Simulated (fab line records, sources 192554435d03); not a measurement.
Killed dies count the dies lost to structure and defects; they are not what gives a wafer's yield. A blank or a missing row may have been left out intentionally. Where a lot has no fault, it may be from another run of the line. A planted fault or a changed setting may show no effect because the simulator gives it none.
The tool behind it: which one? || flow n5Finfet || 11 lots, 29 wafers sampled, at 1 step of a route of 1938

WHAT EACH GAUGE READ, for each wafer
N5_BEOL_M4_RC_MEAS_101.
{"lot": "L662", "measured": "day 8 10:31", "on": "prober-02", "DIBL_N (mV/V)": "35.8 33.5 35.1"}
{"lot": "L661", "measured": "day 8 10:38", "on": "prober-01", "DIBL_N (mV/V)": "36.1 33.8 35.9"}
{"lot": "L667", "measured": "day 9 18:01", "on": "prober-02", "DIBL_N (mV/V)": "35.4 35.7"}
{"lot": "L668", "measured": "day 10 01:25", "on": "prober-01", "DIBL_N (mV/V)": 34.8}
{"lot": "L669", "measured": "day 10 13:05", "on": "prober-01", "DIBL_N (mV/V)": "36.6 36.1"}
{"lot": "L673", "measured": "day 11 03:08", "on": "prober-01", "DIBL_N (mV/V)": "35.9 34.9 35.9"}
{"lot": "L674", "measured": "day 11 18:53", "on": "prober-01", "DIBL_N (mV/V)": "38.2 37.7 37.7"}
{"lot": "L677", "measured": "day 12 11:24", "on": "prober-02", "DIBL_N (mV/V)": "35.6 33.3 33.7"}
{"lot": "L678", "measured": "day 12 23:12", "on": "prober-01", "DIBL_N (mV/V)": "36.0 36.7 34.5"}
{"lot": "L681", "measured": "day 13 21:12", "on": "prober-01", "DIBL_N (mV/V)": "35.9 35.2 35.2"}
{"lot": "L682", "measured": "day 13 22:56", "on": "prober-02", "DIBL_N (mV/V)": "36.5 36.8 36.4"}

EACH LOT AND THE TOOL THAT RAN IT (in order: tool; ch and the chambers of the sampled wafers; start)
The record holds no process step before these readings.

THE ANSWER, worked out from the rows above alone
Rule: the lots themselves supply what counts as usual. Put in order of their means at a reading, lots are off if they are a third of the lots or fewer, leave a main group of 4 or more, and stand apart from it by a gap of 3 or more times the standard deviation of the main group's means; of several such gaps the widest counts. The tables above print the reading to a certain number of digits; a main group whose means all agree to those digits is not used. A lot without any number at a reading at which 4 lots or more have one is off too. All remaining lots with rows at the step are treated as sound.
Nothing can be told from this: no lot is off at any reading shown.

WHAT THE SIMULATOR HAD INSERTED
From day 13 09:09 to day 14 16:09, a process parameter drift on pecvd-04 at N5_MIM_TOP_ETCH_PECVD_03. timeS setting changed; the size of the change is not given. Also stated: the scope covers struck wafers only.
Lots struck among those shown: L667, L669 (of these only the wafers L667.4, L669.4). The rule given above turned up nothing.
